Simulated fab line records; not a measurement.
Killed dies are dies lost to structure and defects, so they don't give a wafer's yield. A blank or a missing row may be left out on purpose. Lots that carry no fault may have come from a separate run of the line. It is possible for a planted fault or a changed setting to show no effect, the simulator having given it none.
fab line records | flow nand_harc
[record] lots = 12 | wafers = 36 | last_day = 25
route steps=1159 shown P_M2@335 A_M1@1046 A_BONDPAD@1060 END@1159
lots that met no fault: from a run of the same line without faults
start_h: hours from the record's first day to the start of the lot's first wafer shown | wait_h: hours since the lot's step before | " repeats the value in the row above | L1.1+2: one row covering several wafers at once | - no value, or no start given | * or withheld: withheld | < > ~ a bound
route shown NAME@n: a module of which the file shows steps, and the number in the route of the first | usual: the fault-free wafers' mean and standard deviation | same: alike in all rows | chamber/n: place in a boat | sites: readings site by site | _std_site: the values' standard deviation | _edge_site: the outer-site mean with the inner-site mean subtracted | radius_mm: how far each site lies from the wafer's centre | mask NAME#n: copy n | behind: the tool/chamber that last shaped the wafer | hold: reason for holding the lot/hours on hold/outcome of the hold | device: the transistor (n, p or np) that didn't switch | end of line: tests of these same wafers at the route's end | step lacking rows: just its recipe | killed: dies that structure and defects cost at the first sort, which is not the same as the wafer's yield | map: a wafer's dies, marking killed ones x, the rest . and places with no die _
set.NAME: setting as actually run; set.NAME@STEP: the setting as run at that earlier step | model.NAME: the simulator's own value behind a step, which no gauge read
a sample of lots followed through the steps of the route, with each step as a table and each wafer as a row
services: from which hour (start_h, from the record's first day; less than 0 if before it) a tool's chamber was out of use, for how many hours, and why
[[steps]]
[step NHARC_P_M2_STRIP_18]
[recipe] power_w = 1000 | n2_flow_sccm = 150 | h2_flow_sccm = 150 | ar_flow_sccm = 0 | bias_w = 0 | chemistry = N2/H2
[usual] drypump_motor_current_A = 5.7/0.36 | h2_flow_sccm = 150.0/0.48 | mfc_ar_sccm = 0.008/0.011 | oes_product_au = 1.001/0.0084 | rf_fwd_power_W = 998/3.3 | rf_vpp_V = 90.9/1 | showerhead_plenum_p_Torr = 2.08/0.085 | throttle_valve_pct = 14.171/0.0093
[same] bias_w = 0
lot.wafer | tool        | chamber | start_h | wait_h | drypump_motor_current_A | h2_flow_sccm | mfc_ar_sccm | oes_product_au | rf_fwd_power_W | rf_hours_counter_h | rf_vpp_V | showerhead_plenum_p_Torr | throttle_valve_pct
L635.1    | rie_diel-05 | 3       | 124.89  | 0.1    | 5.8                     | 149.7        | 0           | 0.999          | 999            | 5                  | 89.1     | 1.99                     | 14.182
L635.3    | "           | 2       | "       | "      | 5.3                     | 149.6        | 0           | 0.999          | 999            | 5                  | 91.2     | 2.00                     | 14.177
L635.6    | "           | 0       | "       | "      | 5.8                     | 148.9        | 0.028       | 0.998          | 1000           | -                  | 90.4     | 2.19                     | 14.176
L637.2    | rie_diel-05 | 0       | 140.47  | 0.1    | 5.8                     | 150.3        | 0.028       | 1.000          | 1002           | 6                  | 92.7     | 2.19                     | 14.184
L637.4    | "           | 1       | "       | "      | 6.2                     | 150.1        | 0           | 0.998          | 996            | 5                  | 89.7     | 2.06                     | 14.180
L637.5    | "           | 3       | "       | "      | 5.8                     | 149.9        | 0           | 1.010          | 999            | -                  | 91.0     | 1.99                     | 14.155
L636.4    | rie_diel-09 | 0       | 140.73  | 0.1    | 5.5                     | 150.0        | 0           | 0.993          | 992            | 6                  | 88.9     | 2.00                     | 14.156
L636.2    | "           | 2       | "       | "      | 5.9                     | 149.8        | 0.009       | 1.002          | 998            | 6                  | 91.3     | 2.20                     | 14.185
L636.6    | "           | 3       | "       | "      | 5.1                     | 150.0        | 0.020       | 0.988          | 1000           | -                  | 90.7     | 2.13                     | 14.150
L640.2    | rie_diel-05 | 0       | 153.93  | 0.1    | 5.9                     | 150.3        | 0.028       | 1.008          | 995            | 6                  | 92.6     | 2.19                     | 14.166
L640.5    | "           | 2       | "       | "      | 5.3                     | 150.2        | 0           | 1.000          | 999            | -                  | 90.5     | 2.00                     | 14.163
L640.6    | "           | 3       | "       | "      | 5.8                     | 149.3        | 0           | 1.012          | 1000           | -                  | 91.4     | 1.99                     | 14.181
L639.2    | rie_diel-05 | 0       | 154.03  | 0.2    | 5.8                     | 150.2        | 0.028       | 0.994          | 1002           | 6                  | 90.0     | 2.19                     | 14.167
L639.3    | "           | 1       | "       | "      | 6.2                     | 150.5        | 0           | 1.010          | 988            | 6                  | 89.5     | 2.06                     | 14.175
L639.6    | "           | 0       | "       | "      | 5.8                     | 149.5        | 0.028       | 1.004          | 1001           | -                  | 90.4     | 2.19                     | 14.178
L641.4    | rie_diel-09 | 2       | 168.21  | 0.1    | 5.9                     | 149.6        | 0.009       | 1.001          | 997            | 11                 | 91.2     | 2.19                     | 14.182
L641.1    | "           | 3       | "       | "      | 5.1                     | 150.5        | 0.020       | 0.990          | 999            | 11                 | 90.9     | 2.13                     | 14.160
L641.6    | "           | 1       | "       | "      | 6.2                     | 149.7        | 0.015       | 1.012          | 1003           | -                  | 91.6     | 2.16                     | 14.165
L642.2    | rie_diel-05 | 0       | 177.29  | 0.1    | 5.8                     | 149.9        | 0.028       | 1.005          | 994            | 0                  | 91.9     | 2.19                     | 14.180
L642.3    | "           | 2       | "       | "      | 5.3                     | 150.4        | 0           | 1.003          | 995            | 0                  | 90.9     | 2.00                     | 14.163
L642.5    | "           | 1       | "       | "      | 6.1                     | 150.0        | 0           | 1.006          | 996            | -                  | 91.2     | 2.06                     | 14.188
L643.2    | rie_diel-05 | 3       | 182.23  | 0.1    | 5.8                     | 150.2        | 0           | 1.003          | 1004           | 0                  | 91.3     | 1.99                     | 14.174
L643.1    | "           | 1       | "       | "      | 6.1                     | 149.4        | 0           | 1.007          | 995            | 0                  | 89.8     | 2.06                     | 14.184
L643.3    | "           | 2       | "       | "      | 5.3                     | 149.4        | 0           | 0.988          | 1003           | 0                  | 90.0     | 2.00                     | 14.168
L644.1    | rie_diel-05 | 0       | 188.95  | 0.1    | 5.8                     | 150.7        | 0.028       | 1.007          | 1000           | 1                  | 91.3     | 2.19                     | 14.164
L644.2    | "           | 1       | "       | "      | 6.1                     | 149.8        | 0           | 1.000          | 995            | 1                  | 91.1     | 2.06                     | 14.186
L644.6    | "           | 0       | "       | "      | 5.8                     | 151.2        | 0.028       | 0.994          | 1001           | -                  | 90.8     | 2.19                     | 14.164
L652.3    | rie_diel-09 | 3       | 237.16  | 0.1    | 5.1                     | 150.2        | 0.020       | 0.998          | 997            | 22                 | 92.6     | 2.13                     | 14.161
L652.1    | "           | 0       | "       | "      | 5.5                     | 149.7        | 0           | 1.001          | 999            | 22                 | 90.0     | 2.00                     | 14.164
L652.6    | "           | 3       | "       | "      | 5.1                     | 150.0        | 0.020       | 0.993          | 998            | -                  | 90.0     | 2.13                     | 14.174
L654.1    | rie_diel-09 | 1       | 246.92  | 0.1    | 6.2                     | 149.8        | 0.015       | 1.022          | 997            | 26                 | 90.7     | 2.16                     | 14.178
L654.3    | "           | 3       | "       | "      | 5.1                     | 150.2        | 0.020       | 0.999          | 997            | 23                 | 91.8     | 2.13                     | 14.178
L654.5    | "           | 1       | "       | "      | 6.2                     | 149.6        | 0.015       | 1.009          | 999            | -                  | 90.2     | 2.16                     | 14.165
L657.3    | rie_diel-05 | 0       | 261.50  | 0.1    | 5.8                     | 149.7        | 0.028       | 1.009          | 1000           | 3                  | 91.4     | 2.19                     | 14.164
L657.2    | "           | 1       | "       | "      | 6.2                     | 150.2        | 0           | 1.001          | 992            | 3                  | 90.8     | 2.06                     | 14.177
L657.5    | "           | 2       | "       | "      | 5.3                     | 149.7        | 0           | 0.990          | 997            | -                  | 89.8     | 2.00                     | 14.166
[step NHARC_A_M1_DEGAS_29]
[recipe] temp_c = 250 | time_s = 60
[usual] heater_power_w = 337/31
lot.wafer | tool           | chamber | start_h | wait_h | heater_power_w
L635.1    | pvd_sputter-02 | -       | 407.20  | -      | 336
L635.3    | "              | -       | "       | "      | 310
L635.6    | "              | -       | "       | "      | 317
L636.2    | pvd_sputter-02 | -       | 415.35  | -      | 314
L636.4    | "              | -       | "       | "      | 328
L636.6    | "              | -       | "       | "      | 340
L637.4    | pvd_sputter-01 | -       | 415.63  | -      | 318
L637.2    | "              | -       | "       | "      | 380
L637.5    | "              | -       | "       | "      | 321
L640.2    | pvd_sputter-01 | -       | 432.28  | -      | 397
L640.5    | "              | -       | "       | "      | 320
L640.6    | "              | -       | "       | "      | 376
L639.3    | pvd_sputter-02 | -       | 432.64  | -      | 343
L639.2    | "              | -       | "       | "      | 330
L639.6    | "              | -       | "       | "      | 314
L641.4    | pvd_sputter-01 | -       | 444.98  | -      | 383
L641.1    | "              | -       | "       | "      | 286
L641.6    | "              | -       | "       | "      | 393
L642.2    | pvd_sputter-02 | -       | 447.20  | -      | 329
L642.3    | "              | -       | "       | "      | 324
L642.5    | "              | -       | "       | "      | 318
L644.2    | pvd_sputter-01 | -       | 460.51  | -      | 325
L644.1    | "              | -       | "       | "      | 297
L644.6    | "              | -       | "       | "      | 320
L643.3    | pvd_sputter-02 | -       | 466.48  | -      | 316
L643.2    | "              | -       | "       | "      | 336
L643.1    | "              | -       | "       | "      | 330
L652.1    | pvd_sputter-03 | -       | 508.49  | -      | 375
L652.3    | "              | -       | "       | "      | 344
L652.6    | "              | -       | "       | "      | 320
L654.3    | pvd_sputter-03 | -       | 527.05  | -      | 316
L654.1    | "              | -       | "       | "      | 300
L654.5    | "              | -       | "       | "      | 322
L657.2    | pvd_sputter-02 | -       | 565.95  | -      | 331
L657.3    | "              | -       | "       | "      | 335
L657.5    | "              | -       | "       | "      | 352
[step NHARC_A_M1_PVD_21]
[recipe] target_thk_a = 300 | chamber_pressure_pa = 5 | power_w = 5000 | substrate_temp_c = 30 | time_s = 20.49 | material = Cu
[usual] throttle_valve_pct = 29.9/1.1
lot.wafer | tool           | chamber | start_h | wait_h | throttle_valve_pct
L635.1    | pvd_sputter-02 | -       | -       | -      | 29.1
L635.3    | "              | -       | "       | "      | 30.5
L635.6    | "              | -       | "       | "      | 30.3
L636.2    | pvd_sputter-02 | -       | -       | -      | 30.9
L636.4    | "              | -       | "       | "      | 29.4
L636.6    | "              | -       | "       | "      | 29.2
L637.4    | pvd_sputter-01 | -       | -       | -      | 30.5
L637.2    | "              | -       | "       | "      | 27.2
L637.5    | "              | -       | "       | "      | 29.1
L640.2    | pvd_sputter-01 | -       | -       | -      | 27.5
L640.6    | "              | -       | "       | "      | 29.1
L640.5    | "              | -       | "       | "      | 27.5
L639.2    | pvd_sputter-02 | -       | -       | -      | 29.1
L639.3    | "              | -       | "       | "      | 29.7
L639.6    | "              | -       | "       | "      | 30.4
L641.4    | pvd_sputter-01 | -       | -       | -      | 30.5
L641.1    | "              | -       | "       | "      | 30.6
L641.6    | "              | -       | "       | "      | 28.8
L642.2    | pvd_sputter-02 | -       | -       | -      | 31.4
L642.3    | "              | -       | "       | "      | 29.3
L642.5    | "              | -       | "       | "      | 31.3
L644.1    | pvd_sputter-01 | -       | -       | -      | 30.4
L644.2    | "              | -       | "       | "      | 30.6
L644.6    | "              | -       | "       | "      | 30.5
L643.1    | pvd_sputter-02 | -       | -       | -      | 31.2
L643.3    | "              | -       | "       | "      | 30.2
L643.2    | "              | -       | "       | "      | 29.5
L652.1    | pvd_sputter-03 | -       | -       | -      | 30.6
L652.3    | "              | -       | "       | "      | 30.6
L652.6    | "              | -       | "       | "      | 30.2
L654.3    | pvd_sputter-03 | -       | -       | -      | 31.0
L654.1    | "              | -       | "       | "      | 30.7
L654.5    | "              | -       | "       | "      | 30.0
L657.2    | pvd_sputter-02 | -       | -       | -      | 31.1
L657.3    | "              | -       | "       | "      | 30.2
L657.5    | "              | -       | "       | "      | 29.0
[step NHARC_A_BONDPAD_CMP_29]
[recipe] target_thk_nm = 200 | material = SiCN
[usual] motor_current_A = 12.6/1.4 | slurry_filter_dp_kPa = 13.49/0.14
lot.wafer | tool   | chamber | start_h | wait_h | motor_current_A | slurry_filter_dp_kPa
L635.3    | cmp-02 | 2       | 410.45  | -      | 13.6            | 13.54
L635.1    | "      | 1       | "       | "      | 12.9            | 13.49
L635.6    | "      | 3       | "       | "      | 12.1            | 13.48
L636.2    | cmp-04 | 3       | 418.24  | -      | 13.0            | 13.48
L636.4    | "      | 1       | "       | "      | 11.0            | 13.55
L636.6    | "      | 3       | "       | "      | 13.1            | 13.44
L637.4    | cmp-03 | 3       | 418.47  | -      | 11.2            | 13.47
L637.2    | "      | 1       | "       | "      | 13.8            | 13.39
L637.5    | "      | 3       | "       | "      | 10.8            | 13.27
L640.2    | cmp-02 | 0       | 435.01  | -      | 11.0            | 13.43
L640.5    | "      | 0       | "       | "      | 10.7            | 13.34
L640.6    | "      | 1       | "       | "      | 13.0            | 13.52
L639.2    | cmp-04 | 2       | 435.67  | -      | 12.8            | 13.65
L639.3    | "      | 3       | "       | "      | 13.2            | 13.20
L639.6    | "      | 1       | "       | "      | 11.5            | 13.36
L641.1    | cmp-04 | 3       | 447.73  | -      | 13.6            | 13.57
L641.4    | "      | 0       | "       | "      | 10.4            | 13.76
L641.6    | "      | 2       | "       | "      | 13.0            | 13.66
L642.3    | cmp-03 | 0       | 449.87  | -      | 14.2            | 13.47
L642.2    | "      | 2       | "       | "      | 14.1            | 13.63
L642.5    | "      | 3       | "       | "      | 11.8            | 13.48
L644.1    | cmp-02 | 1       | 463.23  | -      | 12.3            | 13.42
L644.2    | "      | 2       | "       | "      | 13.1            | 13.50
L644.6    | "      | 3       | "       | "      | 11.7            | 13.77
L643.1    | cmp-04 | 1       | 469.15  | -      | 10.8            | 13.38
L643.3    | "      | 3       | "       | "      | 13.8            | 13.32
L643.2    | "      | 0       | "       | "      | 10.5            | 13.29
L652.3    | cmp-02 | 1       | 511.20  | -      | 12.6            | 13.29
L652.1    | "      | 3       | "       | "      | 12.1            | 13.63
L652.6    | "      | 1       | "       | "      | 12.2            | 13.62
L654.1    | cmp-03 | 3       | 529.76  | -      | 11.8            | 13.50
L654.3    | "      | 1       | "       | "      | 13.8            | 13.56
L654.5    | "      | 3       | "       | "      | 11.8            | 13.32
L657.3    | cmp-03 | 0       | 568.70  | -      | 15.1            | 13.32
L657.2    | "      | 1       | "       | "      | 13.4            | 13.87
L657.5    | "      | 2       | "       | "      | 13.5            | 13.52
[step NHARC_END_SORT_01]
[recipe] temp_c = 25
[usual] defect_limited_yield = 95.6/1.4 | killed_at_array = 26/9 | killed_at_other = 0.8/1.2 | killed_at_periphery = 3.2/2.3 | killed_dies = 30/9.1 | killed_open = 3.5/2 | killed_short = 1.8/1.4 | sort_bin_2_pct = 1.4/0.59 | sort_bin_3_pct = 0.25/0.22 | sort_bin_4_pct = 2.8/0.91 | sort_n_pass = 647/9.1 | sort_rim_yield_pct = 95.4/3 | sort_yield_pct = 95.6/1.4
[same] gross_dies = 677 | sort_bin_5_pct[%] = 0 | sort_bin_6_pct[%] = 0 | sort_bin_7_pct[%] = 0 | sort_bin_8_pct[%] = 0 | sort_rim_n_gross = 106.00
lot.wafer | tool      | chamber | start_h | wait_h | defect_limited_yield[%] | killed_at_array | killed_at_other | killed_at_periphery | killed_dies | killed_open | killed_short | sort_bin_2_pct[%] | sort_bin_3_pct[%] | sort_bin_4_pct[%] | sort_n_pass | sort_rim_yield_pct[%] | sort_yield_pct[%]
L644.1    | prober-01 | 0       | 491.29  | 2.5    | 96.0                    | 24              | 1               | 2                   | 27          | 1           | 2            | 1.3               | 0                 | 2.7               | 650         | 92.5                  | 96.0
L644.2    | prober-01 | 0       | 492.09  | 2.8    | 96.0                    | 17              | 4               | 6                   | 27          | 6           | 2            | 1.8               | 0                 | 2.2               | 650         | 94.3                  | 96.0
L644.6    | prober-01 | 0       | 495.32  | 4.0    | 96.3                    | 22              | 1               | 2                   | 25          | 3           | 2            | 1.5               | 0.15              | 2.1               | 652         | 95.3                  | 96.3
L652.1    | prober-02 | 0       | 550.53  | 2.5    | 78.0                    | 30              | 0               | 119                 | 149         | 4           | 0            | 9.2               | 5.91              | 6.9               | 528         | 94.3                  | 78.0
L652.3    | prober-02 | 0       | 552.14  | 3.1    | 79.2                    | 29              | 0               | 112                 | 141         | 4           | 2            | 8.7               | 4.87              | 7.2               | 536         | 88.7                  | 79.2
L652.6    | prober-02 | 0       | 554.55  | 4.0    | 79.6                    | 26              | 0               | 112                 | 138         | 5           | 0            | 8.0               | 5.61              | 6.8               | 539         | 85.8                  | 79.6
L654.1    | prober-01 | 0       | 564.24  | 2.5    | 84.3                    | 16              | 0               | 90                  | 106         | 1           | 0            | 6.1               | 5.61              | 4.0               | 571         | 81.1                  | 84.3
L654.3    | prober-01 | 0       | 565.86  | 3.1    | 83.3                    | 15              | 0               | 98                  | 113         | 2           | 1            | 6.2               | 5.91              | 4.6               | 564         | 87.7                  | 83.3
L654.5    | prober-01 | 0       | 567.48  | 3.7    | 84.3                    | 18              | 0               | 88                  | 106         | 4           | 4            | 6.2               | 5.32              | 4.1               | 571         | 82.1                  | 84.3
// killed by level:class
L644.1 A_SLIT:chamber_film_flake=14 A_STAIRCASE:chamber_film_flake=4 A_CONTACT:chamber_film_flake=2 P_M0:geometric_particle:open=1 P_M1:geometric_particle:short=1 A_ONON_D1:geometric_particle:short=1 A_ZERO_WELL:chamber_film_flake=1 A_CHANNEL_HOLE_D1:chamber_film_flake=1
L644.2 A_SLIT:chamber_film_flake=8 THIN_TSV:chamber_film_flake=4 A_CONTACT:chamber_film_flake=3 P_CONTACT:geometric_particle:short=2 P_M0:geometric_particle:open=2 A_STAIRCASE:chamber_film_flake=2 P_CONTACT:geometric_particle:open=1 P_M2:geometric_particle:open=1
L644.6 A_SLIT:chamber_film_flake=9 A_STAIRCASE:chamber_film_flake=3 P_CONTACT:geometric_particle:open=2 A_CONTACT:chamber_film_flake=2 A_CHANNEL_HOLE_D1:chamber_film_flake=2 A_WL_FILL:chamber_film_flake=2 A_CONTACT:geometric_particle:open=1 A_CONTACT:geometric_particle:short=1
L652.1 P_M2:unspecified=105 A_CHANNEL_HOLE_D1:chamber_film_flake=22 P_ZERO_WELL:chamber_film_flake=9 A_CONTACT:chamber_film_flake=4 P_CONTACT:geometric_particle:open=2 P_CONTACT:chamber_film_flake=2 A_ONON_D1:geometric_particle:open=1 A_WL_FILL:geometric_particle:open=1
L652.3 P_M2:unspecified=106 A_CHANNEL_HOLE_D1:chamber_film_flake=22 A_M1:geometric_particle:open=2 P_ZERO_WELL:chamber_film_flake=2 P_M1:chamber_film_flake=2 P_M2:geometric_particle:open=1 A_CHANNEL_FILL_D1:geometric_particle:open=1 A_CHANNEL_FILL_D1:geometric_particle:short=1
L652.6 P_M2:unspecified=108 A_CHANNEL_HOLE_D1:chamber_film_flake=14 A_CONTACT:geometric_particle:open=3 P_ZERO_WELL:chamber_film_flake=2 P_STI:chamber_film_flake=2 A_STAIRCASE:chamber_film_flake=2 A_CONTACT:chamber_film_flake=2 A_M0:chamber_film_flake=2
L654.1 P_M2:unspecified=87 A_CHANNEL_HOLE_D1:chamber_film_flake=8 P_GATE:chamber_film_flake=3 A_STAIRCASE:chamber_film_flake=3 A_CONTACT:chamber_film_flake=2 A_SGD_CUT:geometric_particle:open=1 A_SLIT:chamber_film_flake=1 A_BONDPAD:chamber_film_flake=1
L654.3 P_M2:unspecified=96 A_CHANNEL_HOLE_D1:chamber_film_flake=4 A_CONTACT:chamber_film_flake=4 A_SLIT:chamber_film_flake=3 P_M1:geometric_particle:open=1 A_CONTACT:geometric_particle:short=1 A_CONTACT:geometric_particle:open=1 P_STI:chamber_film_flake=1
L654.5 P_M2:unspecified=84 A_CHANNEL_HOLE_D1:chamber_film_flake=5 A_CONTACT:chamber_film_flake=4 P_GATE:chamber_film_flake=2 P_CONTACT:geometric_particle:open=1 A_ONON_D1:geometric_particle:open=1 A_ONON_D1:geometric_particle:short=1 A_CHANNEL_FILL_D1:geometric_particle:short=1
[[services]]
tool           | chamber | start_h | hours | kind
cmp-04         | -       | 106.22  | 4.0   | pm
pvd_sputter-03 | -       | 106.96  | 10.0  | pm
cmp-03         | -       | 109.93  | 0.5   | repair
rie_diel-05    | 2       | 138.57  | 1.3   | repair
pvd_sputter-01 | -       | 160.94  | 10.0  | pm
rie_diel-05    | -       | 163.60  | 9.0   | pm
pvd_sputter-02 | -       | 214.00  | 10.0  | pm
pvd_sputter-01 | -       | 256.36  | 3.0   | repair
rie_diel-05    | 1       | 264.52  | 6.6   | repair
pvd_sputter-01 | -       | 279.15  | 1.4   | repair
pvd_sputter-02 | -       | 290.14  | 3.0   | repair
rie_diel-05    | 1       | 294.77  | 9.0   | repair
pvd_sputter-01 | -       | 338.94  | 10.0  | pm
rie_diel-05    | -       | 340.60  | 9.0   | pm
pvd_sputter-02 | -       | 392.00  | 10.0  | pm
pvd_sputter-01 | -       | 401.27  | 3.5   | repair
rie_diel-05    | 3       | 402.25  | 2.3   | repair
rie_diel-05    | 2       | 418.26  | 1.5   | repair
rie_diel-05    | 0       | 425.96  | 2.0   | repair
pvd_sputter-01 | -       | 435.59  | 5.0   | repair
rie_diel-05    | 3       | 440.48  | 4.9   | repair
rie_diel-05    | 0       | 486.61  | 14.8  | repair
pvd_sputter-01 | -       | 516.94  | 10.0  | pm
rie_diel-05    | -       | 517.60  | 9.0   | pm
[[key]]
[first_sign] step = NHARC_END_SORT_01 | reading = killed_at_periphery | direction = up | sigmas = 43 | usual = 3.2 | struck = 103.2
[effect] step = NHARC_END_SORT_01 | reading = killed_dies | direction = up | sigmas = 10 | usual = 30 | struck = 126
[more_kills_born_at] NHARC_P_M2_STRIP_18@rie_diel-09 = 586
met_at NHARC_P_M2_STRIP_18
struck_lots L652,L654
not_acting_at NHARC_A_M1_DEGAS_29,NHARC_A_M1_PVD_21,NHARC_A_BONDPAD_CMP_29
onset_between 168.21 237.16
[fault] kind = chamber_particle_source | tool = rie_diel-09 | chamber = - | onset_h = 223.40 | steps = NHARC_P_M2_STRIP_18 | rate_per_visit_cm2 = 1.8694 | end_h = 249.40
